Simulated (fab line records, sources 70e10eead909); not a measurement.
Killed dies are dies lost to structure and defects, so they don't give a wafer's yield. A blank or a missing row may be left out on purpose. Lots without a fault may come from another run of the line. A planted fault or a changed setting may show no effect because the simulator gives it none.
Which tool did it? | flow nand_harc | 24 lots, 72 wafers sampled, at 6 steps of a route of 1302

WHAT THE GAUGES READ, wafer by wafer
The record holds no reading of a measuring or inspecting step that can be judged against a usual standard deviation.

WHICH TOOL RAN EACH LOT (tool, then ch and the chambers of the sampled wafers, then the start)
lot  | NHARC_P_GATE_ETCH_32             | NHARC_P_GATE_DESCUM_48             | NHARC_P_GATE_STRIP_112               | NHARC_P_GATE_DEGAS_109       | NHARC_P_GATE_RTA_80              | NHARC_P_M1_ETCH_28
L074 | rie_si-01 ch 1,3, day 5 07:44    | rie_diel-01 ch 0,2,3, day 5 19:05  | plasma_asher-01 ch 0,1, day 5 21:07  | pvd_sputter-02, day 6 00:15  | rtp_anneal-02 ch 0, day 6 00:32  | rie_diel-10 ch 1,2,3, no start
L075 | rie_si-06 ch 0,2,3, day 5 11:42  | rie_diel-02 ch 0,3, day 6 00:58    | plasma_asher-01 ch 0,1, day 6 03:10  | pvd_sputter-03, day 6 06:32  | rtp_anneal-02 ch 0, day 6 06:57  | rie_diel-10 ch 0,3, no start
L076 | rie_si-01 ch 1,2,3, day 6 05:03  | rie_diel-02 ch 0,3, day 6 16:26    | plasma_asher-01 ch 0, day 6 18:40    | pvd_sputter-03, day 6 21:55  | rtp_anneal-02 ch 0, day 6 22:14  | rie_diel-10 ch 0,2,3, no start
L077 | rie_si-06 ch 0,1,3, day 6 05:34  | rie_diel-01 ch 1,2,3, day 6 17:02  | plasma_asher-01 ch 0,1, day 6 19:08  | pvd_sputter-02, day 6 22:41  | rtp_anneal-02 ch 0, day 6 22:59  | rie_diel-09 ch 1,2,3, no start
L079 | rie_si-06 ch 1,2, day 7 02:52    | rie_diel-02 ch 0,2,3, day 7 14:23  | plasma_asher-01 ch 0,1, day 7 16:34  | pvd_sputter-01, day 7 19:40  | rtp_anneal-01 ch 0, day 7 20:01  | rie_diel-10 ch 1,3, no start
L078 | rie_si-02 ch 0,2, day 7 03:08    | rie_diel-01 ch 0,1,3, day 7 14:35  | plasma_asher-02 ch 0,1, day 7 16:46  | pvd_sputter-02, day 7 20:13  | rtp_anneal-02 ch 0, day 7 20:37  | rie_diel-10 ch 0,1, day 8 08:05
L080 | rie_si-01 ch 0,3, day 7 11:56    | rie_diel-01 ch 1,2, day 8 01:22    | plasma_asher-02 ch 0,1, day 8 03:39  | pvd_sputter-01, day 8 06:49  | rtp_anneal-02 ch 0, day 8 07:12  | rie_diel-10 ch 0,1,3, no start
L081 | rie_si-06 ch 0,3, day 8 02:08    | rie_diel-01 ch 2,3, day 8 13:36    | plasma_asher-02 ch 0,1, day 8 15:36  | pvd_sputter-02, day 8 18:46  | rtp_anneal-02 ch 0, day 8 19:06  | rie_diel-09 ch 0,1,3, no start
L082 | rie_si-01 ch 0,3, day 8 06:37    | rie_diel-08 ch 2,3, day 8 20:17    | plasma_asher-01 ch 0, day 8 22:24    | pvd_sputter-01, day 9 01:43  | rtp_anneal-01 ch 0, day 9 02:02  | rie_diel-06 ch 1,2, no start
L083 | rie_si-02 ch 0,1,3, day 8 18:58  | rie_diel-02 ch 0,2,3, day 9 06:29  | plasma_asher-02 ch 0,1, day 9 08:37  | pvd_sputter-03, day 9 11:57  | rtp_anneal-02 ch 0, day 9 12:15  | rie_diel-10 ch 0,2,3, no start
L084 | rie_si-06 ch 0,1,2, day 9 06:19  | rie_diel-08 ch 1,2, day 9 17:54    | plasma_asher-02 ch 0,1, day 9 20:11  | pvd_sputter-01, day 9 23:23  | rtp_anneal-02 ch 0, day 9 23:44  | rie_diel-06 ch 1,2, no start
L085 | rie_si-06 ch 2,3, day 9 17:16    | rie_diel-08 ch 0,1, day 10 06:52   | plasma_asher-01 ch 0,1, day 10 08:52 | pvd_sputter-03, day 10 12:10 | rtp_anneal-02 ch 0, day 10 12:28 | rie_diel-09 ch 0,1, no start
L086 | rie_si-06 ch 1,2,3, day 9 22:56  | rie_diel-01 ch 0,2,3, day 10 10:28 | plasma_asher-01 ch 0,1, day 10 14:37 | pvd_sputter-02, day 10 17:48 | rtp_anneal-02 ch 0, day 10 18:05 | rie_diel-09 ch 0,1,2, no start
L087 | rie_si-02 ch 1,3, day 10 10:09   | rie_diel-08 ch 2,3, day 10 21:41   | plasma_asher-01 ch 1, day 10 23:50   | pvd_sputter-01, day 11 03:16 | rtp_anneal-02 ch 0, day 11 03:34 | rie_diel-06 ch 0,2,3, no start
L089 | rie_si-06 ch 1,2, day 11 01:56   | rie_diel-02 ch 0,1, day 11 15:40   | plasma_asher-01 ch 0,1, day 11 17:47 | pvd_sputter-03, day 11 20:58 | rtp_anneal-01 ch 0, day 11 21:19 | rie_diel-10 ch 0,2,3, no start
L088 | rie_si-01 ch 0,2,3, day 11 02:47 | rie_diel-02 ch 2,3, day 11 14:20   | plasma_asher-01 ch 0,1, day 11 16:32 | pvd_sputter-02, day 11 19:35 | rtp_anneal-01 ch 0, day 11 19:57 | rie_diel-10 ch 1,2,3, no start
L090 | rie_si-02 ch 0,1,2, day 12 02:14 | rie_diel-08 ch 1,2,3, day 12 13:49 | plasma_asher-02 ch 0,1, day 12 15:59 | pvd_sputter-03, day 12 19:08 | rtp_anneal-01 ch 0, day 12 19:28 | rie_diel-10 ch 1,2,3, no start
L091 | rie_si-06 ch 0,2,3, day 12 02:56 | rie_diel-02 ch 1,2, day 12 14:24   | plasma_asher-01 ch 0,1, day 12 16:37 | pvd_sputter-01, day 12 19:43 | rtp_anneal-02 ch 0, day 12 20:03 | rie_diel-06 ch 0,1,2, no start
L092 | rie_si-06 ch 1,2, day 12 10:13   | rie_diel-02 ch 1,2, day 12 21:38   | plasma_asher-02 ch 0,1, day 12 23:53 | pvd_sputter-01, day 13 03:02 | rtp_anneal-01 ch 0, day 13 03:23 | rie_diel-06 ch 0,2,3, no start
L093 | rie_si-06 ch 0,3, day 13 01:01   | rie_diel-08 ch 0,1,3, day 13 12:37 | plasma_asher-01 ch 0,1, day 13 14:47 | pvd_sputter-03, day 13 18:06 | rtp_anneal-01 ch 0, day 13 18:24 | rie_diel-10 ch 0,1, no start
L094 | rie_si-06 ch 0,2, day 13 05:34   | rie_diel-01 ch 0,1,2, day 13 17:06 | plasma_asher-02 ch 0,1, day 13 19:21 | pvd_sputter-03, day 13 22:35 | rtp_anneal-01 ch 0, day 13 22:55 | rie_diel-06 ch 0,1,2, no start
L095 | rie_si-02 ch 0,1,3, day 14 05:25 | rie_diel-01 ch 0,2, day 14 16:54   | plasma_asher-01 ch 0,1, day 14 19:03 | pvd_sputter-03, day 14 22:18 | rtp_anneal-01 ch 0, day 14 22:37 | rie_diel-09 ch 0,3, no start
L096 | rie_si-01 ch 1,2,3, day 14 08:09 | rie_diel-02 ch 1,2,3, day 14 19:24 | plasma_asher-02 ch 0,1, day 14 21:39 | pvd_sputter-01, day 15 01:01 | rtp_anneal-02 ch 0, day 15 01:18 | rie_diel-06 ch 1,2,3, no start
L097 | rie_si-02 ch 0,2,3, day 14 18:54 | rie_diel-01 ch 0,2,3, day 15 06:31 | plasma_asher-02 ch 1, day 15 08:38   | pvd_sputter-02, day 15 11:54 | rtp_anneal-02 ch 0, day 15 12:13 | rie_diel-10 ch 0,2,3, no start
- NHARC_P_GATE_ETCH_32: etches the open film in HBr/Cl2, target depth 150 nm, time 100.1 s.
- NHARC_P_GATE_DESCUM_48: chemistry O2, time 3 s.
- NHARC_P_GATE_STRIP_112: strips in N2/H2, time 200 s.
- NHARC_P_GATE_DEGAS_109: time 60 s.
- NHARC_P_GATE_RTA_80: time 30 s.
- NHARC_P_M1_ETCH_28: etches the open film in CF4/N2, target depth 30 nm, time 72.99 s.

WHAT THE TOOLS THEMSELVES READ (means of the sampled wafers that have a number; where no wafer has one, the mark that the record gives instead)
NHARC_P_GATE_ETCH_32.
lot  | tool      | drypump_motor_current_A (A) | oes_product_au (a.u.) | throttle_valve_pct (%)
L074 | rie_si-01 | 6.2                         | 1.006                 | 26.404
L075 | rie_si-06 | 5.2                         | 1.009                 | 26.407
L076 | rie_si-01 | 6.0                         | 1.013                 | 26.403
L077 | rie_si-06 | 5.1                         | 0.997                 | 26.398
L079 | rie_si-06 | 5.5                         | 1.012                 | 26.402
L078 | rie_si-02 | 5.9                         | 0.995                 | 26.403
L080 | rie_si-01 | 6.2                         | 1.006                 | 26.404
L081 | rie_si-06 | 5.1                         | 0.995                 | 26.415
L082 | rie_si-01 | 5.8                         | 1.017                 | 26.406
L083 | rie_si-02 | 5.8                         | 1.009                 | 26.407
L084 | rie_si-06 | 5.3                         | 1.004                 | 26.404
L085 | rie_si-06 | 5.4                         | 1.004                 | 26.412
L086 | rie_si-06 | 5.4                         | 1.005                 | 26.393
L087 | rie_si-02 | 6.0                         | 1.012                 | 26.413
L089 | rie_si-06 | 5.5                         | 1.004                 | 26.417
L088 | rie_si-01 | 6.0                         | 1.009                 | 26.407
L090 | rie_si-02 | 5.7                         | 0.999                 | 26.395
L091 | rie_si-06 | 5.2                         | 1.009                 | 26.402
L092 | rie_si-06 | 5.5                         | 1.023                 | 26.407
L093 | rie_si-06 | 5.1                         | 1.005                 | 26.404
L094 | rie_si-06 | 5.4                         | 1.021                 | 26.411
L095 | rie_si-02 | 5.8                         | 0.998                 | 26.407
L096 | rie_si-01 | 6.0                         | 1.006                 | 26.399
L097 | rie_si-02 | 6.0                         | 1.002                 | 26.414

NHARC_P_GATE_DESCUM_48.
lot  | tool        | drypump_motor_current_A (A) | o2_flow_sccm (sccm) | oes_product_au (a.u.) | rf_vpp_V (V) | showerhead_plenum_p_Torr (Torr) | throttle_valve_pct (%)
L074 | rie_diel-01 | 5.7                         | 200.0               | 1.013                 | 58.2         | 1.98                            | 11.304
L075 | rie_diel-02 | 5.8                         | 200.1               | 1.002                 | 57.8         | 1.81                            | 11.314
L076 | rie_diel-02 | 5.8                         | 200.3               | 1.008                 | 57.8         | 1.81                            | 11.317
L077 | rie_diel-01 | 5.9                         | 200.2               | 1.012                 | 58.0         | 1.96                            | 11.313
L079 | rie_diel-02 | 5.7                         | 200.4               | 1.000                 | 58.0         | 1.87                            | 11.314
L078 | rie_diel-01 | 6.0                         | 200.3               | 1.012                 | 58.0         | 1.99                            | 11.302
L080 | rie_diel-01 | 5.8                         | 199.9               | 1.001                 | 57.6         | 1.94                            | 11.315
L081 | rie_diel-01 | 5.6                         | 200.5               | 1.003                 | 57.4         | 1.94                            | 11.307
L082 | rie_diel-08 | 5.3                         | 199.4               | 1.015                 | 57.4         | 2.01                            | 11.306
L083 | rie_diel-02 | 5.8                         | 199.7               | 0.994                 | 56.2         | 1.87                            | 11.309
L084 | rie_diel-08 | 5.9                         | 200.0               | 1.001                 | 58.0         | 1.93                            | 11.322
L085 | rie_diel-08 | 5.5                         | 199.1               | 0.978                 | 58.1         | 1.96                            | 11.305
L086 | rie_diel-01 | 5.7                         | 200.6               | 0.992                 | 57.8         | 1.98                            | 11.309
L087 | rie_diel-08 | 5.3                         | 200.2               | 1.034                 | 58.6         | 2.01                            | 11.306
L089 | rie_diel-02 | 5.6                         | 200.0               | 0.988                 | 56.8         | 1.81                            | 11.306
L088 | rie_diel-02 | 5.8                         | 199.2               | 0.997                 | 58.3         | 1.85                            | 11.315
L090 | rie_diel-08 | 5.6                         | 200.6               | 1.024                 | 57.9         | 1.97                            | 11.312
L091 | rie_diel-02 | 5.4                         | 199.4               | 0.994                 | 58.4         | 1.87                            | 11.318
L092 | rie_diel-02 | 5.5                         | 199.8               | 0.995                 | 57.8         | 1.93                            | 11.308
L093 | rie_diel-08 | 5.6                         | 200.5               | 1.006                 | 57.5         | 1.98                            | 11.307
L094 | rie_diel-01 | 5.9                         | 199.5               | 0.990                 | 59.2         | 1.98                            | 11.308
L095 | rie_diel-01 | 5.6                         | 200.5               | 0.986                 | 57.8         | 1.97                            | 11.310
L096 | rie_diel-02 | 5.6                         | 199.9               | 1.000                 | 57.2         | 1.86                            | 11.311
L097 | rie_diel-01 | 5.7                         | 200.4               | 0.988                 | 57.9         | 1.98                            | 11.305

NHARC_P_GATE_STRIP_112.
lot  | tool            | drypump_motor_current_A (A) | heater_power_w (W)
L074 | plasma_asher-01 | 5.76                        | 98
L075 | plasma_asher-01 | 5.74                        | 98
L076 | plasma_asher-01 | 5.39                        | 92
L077 | plasma_asher-01 | 5.78                        | 96
L079 | plasma_asher-01 | 5.56                        | 94
L078 | plasma_asher-02 | 6.04                        | 88
L080 | plasma_asher-02 | 6.03                        | 89
L081 | plasma_asher-02 | 6.02                        | 90
L082 | plasma_asher-01 | 5.37                        | 95
L083 | plasma_asher-02 | 6.00                        | 78
L084 | plasma_asher-02 | 6.02                        | 76
L085 | plasma_asher-01 | 5.57                        | 98
L086 | plasma_asher-01 | 5.56                        | 97
L087 | plasma_asher-01 | 5.95                        | 102
L089 | plasma_asher-01 | 5.75                        | 100
L088 | plasma_asher-01 | 5.57                        | 96
L090 | plasma_asher-02 | 6.04                        | 87
L091 | plasma_asher-01 | 5.57                        | 95
L092 | plasma_asher-02 | 6.02                        | 87
L093 | plasma_asher-01 | 5.60                        | 98
L094 | plasma_asher-02 | 6.02                        | 75
L095 | plasma_asher-01 | 5.59                        | 97
L096 | plasma_asher-02 | 6.01                        | 75
L097 | plasma_asher-02 | 6.04                        | 99

NHARC_P_GATE_DEGAS_109.
lot  | tool           | heater_power_w (W)
L074 | pvd_sputter-02 | 507
L075 | pvd_sputter-03 | 440
L076 | pvd_sputter-03 | 448
L077 | pvd_sputter-02 | 508
L079 | pvd_sputter-01 | 461
L078 | pvd_sputter-02 | 533
L080 | pvd_sputter-01 | 480
L081 | pvd_sputter-02 | 563
L082 | pvd_sputter-01 | 517
L083 | pvd_sputter-03 | 460
L084 | pvd_sputter-01 | 547
L085 | pvd_sputter-03 | 441
L086 | pvd_sputter-02 | 539
L087 | pvd_sputter-01 | 482
L089 | pvd_sputter-03 | 457
L088 | pvd_sputter-02 | 536
L090 | pvd_sputter-03 | 463
L091 | pvd_sputter-01 | 482
L092 | pvd_sputter-01 | 490
L093 | pvd_sputter-03 | 425
L094 | pvd_sputter-03 | 465
L095 | pvd_sputter-03 | 447
L096 | pvd_sputter-01 | 509
L097 | pvd_sputter-02 | 501

NHARC_P_GATE_RTA_80.
lot  | tool          | anneal_temp_c_max | lamp_power_pct (%) | lamp_zone_2_pct (%) | wafer_temp_C_max
L074 | rtp_anneal-02 | 302.1             | 2.32               | 2.32                | 301.23
L075 | rtp_anneal-02 | 302.8             | 2.32               | 2.32                | 301.26
L076 | rtp_anneal-02 | 302.2             | 2.32               | 2.32                | 300.84
L077 | rtp_anneal-02 | 302.4             | 2.32               | 2.32                | 301.25
L079 | rtp_anneal-01 | 301.9             | 1.96               | 1.96                | 300.49
L078 | rtp_anneal-02 | 302.1             | 2.33               | 2.32                | 300.96
L080 | rtp_anneal-02 | 302.4             | 2.32               | 2.32                | 301.15
L081 | rtp_anneal-02 | 302.3             | 2.32               | 2.32                | 301.32
L082 | rtp_anneal-01 | 301.7             | 1.96               | 1.96                | 300.68
L083 | rtp_anneal-02 | 302.1             | 2.32               | 2.32                | 300.95
L084 | rtp_anneal-02 | 302.1             | 2.32               | 2.32                | 300.85
L085 | rtp_anneal-02 | 302.3             | 2.32               | 2.32                | 300.83
L086 | rtp_anneal-02 | 302.6             | 2.32               | 2.32                | 301.04
L087 | rtp_anneal-02 | 302.3             | 2.32               | 2.32                | 301.09
L089 | rtp_anneal-01 | 302.2             | 1.96               | 1.96                | 300.79
L088 | rtp_anneal-01 | 301.4             | 1.96               | 1.96                | 300.67
L090 | rtp_anneal-01 | 301.6             | 1.96               | 1.96                | 300.81
L091 | rtp_anneal-02 | 302.4             | 2.32               | 2.32                | 301.14
L092 | rtp_anneal-01 | 301.7             | 1.96               | 1.96                | 300.59
L093 | rtp_anneal-01 | 301.8             | 1.96               | 1.96                | 300.81
L094 | rtp_anneal-01 | 301.7             | 1.96               | 1.96                | 300.87
L095 | rtp_anneal-01 | 301.4             | 1.96               | 1.96                | 300.70
L096 | rtp_anneal-02 | 302.3             | 2.32               | 2.32                | 300.90
L097 | rtp_anneal-02 | 302.3             | 2.32               | 2.32                | 300.72

NHARC_P_M1_ETCH_28.
lot  | tool        | drypump_motor_current_A (A) | oes_product_au (a.u.) | rf_vpp_V (V) | showerhead_plenum_p_Torr (Torr) | throttle_valve_pct (%)
L074 | rie_diel-10 | 5.3                         | 1.001                 | 315.0        | 2.64                            | 19.804
L075 | rie_diel-10 | 5.7                         | 1.006                 | 314.5        | 2.68                            | 19.786
L076 | rie_diel-10 | 5.4                         | 1.003                 | 315.1        | 2.66                            | 19.776
L077 | rie_diel-09 | 5.8                         | 1.000                 | 313.8        | 2.64                            | 19.799
L079 | rie_diel-10 | 5.6                         | 1.004                 | 314.9        | 2.66                            | 19.800
L078 | rie_diel-10 | 5.5                         | 1.000                 | 315.7        | 2.72                            | 19.788
L080 | rie_diel-10 | 5.6                         | 0.996                 | 315.1        | 2.70                            | 19.790
L081 | rie_diel-09 | 5.7                         | 1.017                 | 314.7        | 2.66                            | 19.801
L082 | rie_diel-06 | 5.9                         | 0.994                 | 313.1        | 2.58                            | 19.797
L083 | rie_diel-10 | 5.4                         | 1.005                 | 314.4        | 2.65                            | 19.789
L084 | rie_diel-06 | 5.9                         | 0.993                 | 313.7        | 2.61                            | 19.796
L085 | rie_diel-09 | 5.9                         | 1.012                 | 314.7        | 2.64                            | 19.796
L086 | rie_diel-09 | 6.0                         | 0.999                 | 315.4        | 2.70                            | 19.789
L087 | rie_diel-06 | 5.5                         | 0.988                 | 313.5        | 2.61                            | 19.798
L089 | rie_diel-10 | 5.4                         | 0.993                 | 314.5        | 2.65                            | 19.795
L088 | rie_diel-10 | 5.3                         | 0.990                 | 315.1        | 2.63                            | 19.796
L090 | rie_diel-10 | 5.3                         | 0.991                 | 314.1        | 2.63                            | 19.792
L091 | rie_diel-06 | 5.7                         | 0.997                 | 314.8        | 2.65                            | 19.792
L092 | rie_diel-06 | 5.5                         | 0.996                 | 313.3        | 2.60                            | 19.795
L093 | rie_diel-10 | 5.7                         | 0.993                 | 316.6        | 2.73                            | 19.784
L094 | rie_diel-06 | 5.7                         | 1.004                 | 314.5        | 2.64                            | 19.794
L095 | rie_diel-09 | 5.5                         | 0.992                 | 314.5        | 2.65                            | 19.785
L096 | rie_diel-06 | 5.7                         | 0.998                 | 312.9        | 2.56                            | 19.783
L097 | rie_diel-10 | 5.4                         | 0.996                 | 314.7        | 2.65                            | 19.798

THE ANSWER, worked out from the rows above alone
Rule: what is usual is taken from the lots themselves. Put in order of their means at a reading, lots are off if they are a third of the lots or fewer, leave a main group of 4 or more, and stand apart from it by a gap of 3 or more times the standard deviation of the main group's means; of several such gaps the widest counts. A main group whose means are all the same, to the digits that the tables above print for the reading, isn't used. A lot without any number at a reading at which 4 lots or more have one is off too. The other lots that the step has rows for count as sound. The gauges are gone through in route order, then the tools' own readings, and for those a lot's mean is taken as printed above. The first step at which some lot is off is used, and at that step the reading that is off furthest; a lot without a number counts as furthest.
No lot is off at any reading shown: from this, nothing can be told.

WHAT THE SIMULATOR HAD PUT IN
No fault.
